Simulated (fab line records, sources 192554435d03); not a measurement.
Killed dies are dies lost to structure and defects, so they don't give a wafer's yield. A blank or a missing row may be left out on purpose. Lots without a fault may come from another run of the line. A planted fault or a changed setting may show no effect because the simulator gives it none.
Which tool did it? | flow n5_finfet | 12 lots, 36 wafers sampled, at 1 step of a route of 1938

WHAT THE GAUGES READ, wafer by wafer
N5_GATE_CUT_OVL_MEAS_14.
lot  | measured     | on         | GATE_CUT_OVL (nm)
L075 | day 4 19:04  | overlay-02 | 0.6 1.3 0.3
L078 | day 5 13:05  | overlay-01 | 0.5 -0.5 0.2
L079 | day 5 22:20  | overlay-02 | 0.1 1.0 0.0
L081 | day 6 07:51  | overlay-02 | 1.2 1.9 1.2
L083 | day 6 16:26  | overlay-01 | 1.5 1.2 0.9
L085 | day 7 08:41  | overlay-02 | 0.4 0.5 0.1
L087 | day 7 18:29  | overlay-01 | 1.3 1.0 1.8
L089 | day 8 04:02  | overlay-01 | 1.8 0.5 1.3
L091 | day 8 20:43  | overlay-02 | -0.4 -0.4 -0.5
L093 | day 9 12:59  | overlay-01 | 0.9 1.2 1.1
L095 | day 10 01:17 | overlay-02 | 1.6 1.1 1.3
L097 | day 10 07:20 | overlay-01 | 0.0 0.2 0.4

WHICH TOOL RAN EACH LOT (tool, then ch and the chambers of the sampled wafers, then the start)
The record holds no process step before these readings.

THE ANSWER, worked out from the rows above alone
Rule: what is usual is taken from the lots themselves. Put in order of their means at a reading, lots are off if they are a third of the lots or fewer, leave a main group of 4 or more, and stand apart from it by a gap of 3 or more times the standard deviation of the main group's means; of several such gaps the widest counts. A main group whose means are all the same, to the digits that the tables above print for the reading, isn't used. A lot without any number at a reading at which 4 lots or more have one is off too. The other lots that the step has rows for count as sound.
No lot is off at any reading shown: from this, nothing can be told.

WHAT THE SIMULATOR HAD PUT IN
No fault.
